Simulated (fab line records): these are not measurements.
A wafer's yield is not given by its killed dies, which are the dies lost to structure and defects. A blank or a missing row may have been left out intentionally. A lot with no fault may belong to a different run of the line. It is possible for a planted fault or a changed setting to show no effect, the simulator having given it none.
Chamber matching | flow n5_finfet | 4 sister chambers for N5_GATE_CUT_STRIP_42 on rie_diel-02
The step strips in O2. 8 wafers are shown with their chamber, then 7 later ones without.

## WAFERS PAIRED WITH THEIR CHAMBERS
wafer  | chamber | drypump_motor_current_A (A) | throttle_valve_pct (%)
L515.6 | 1       | 5.6                         | 16.89
L517.1 | 2       | 5.7                         | 16.86
L517.2 | 3       | 5.0                         | 16.79
L518.2 | 2       | 5.6                         | 16.86
L518.5 | 3       | 5.0                         | 16.81
L518.6 | 0       | 5.8                         | 16.34
L519.2 | 1       | 5.6                         | 16.92
L519.4 | 0       | 5.8                         | 16.35

## WAFERS WITH NO CHAMBER GIVEN
wafer  | drypump_motor_current_A (A) | throttle_valve_pct (%)
L519.5 | 5.0                         | 16.79
L526.3 | 5.6                         | 16.90
L526.5 | 5.6                         | 16.89
L526.6 | 5.0                         | 16.82
L527.1 | 5.6                         | 16.89
L527.5 | 5.0                         | 16.81
L527.6 | 5.6                         | 16.89

## THE CHAMBER EACH PASSED THROUGH
wafer  | from the rows above     | in truth
L519.5 | 3                       | 3
L526.3 | 1                       | 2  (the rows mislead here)
L526.5 | can't be placed: 1 or 2 | 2
L526.6 | 3                       | 3
L527.1 | can't be placed: 1 or 2 | 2
L527.5 | 3                       | 3
L527.6 | can't be placed: 1 or 2 | 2
3 of 7 placed correctly. Not placeable from these rows: 3 (in 3, the candidates include the true chamber). Placed wrongly: 1.
How it was worked out, from the rows above alone: a wafer's distance from a chamber is the root of the sum, over the readings, of the square of ((its reading less the chamber's mean) divided by the reading's scatter). If the next closest chamber is less than 2 further off than the closest, the wafer can't be placed; otherwise it belongs to the closest. For every chamber, the mean is computed from those of its wafers that are shown. The scatter: the root of (the sum of the squares of (reading less its chamber's mean) over the shown wafers, divided by (wafers less chambers)).
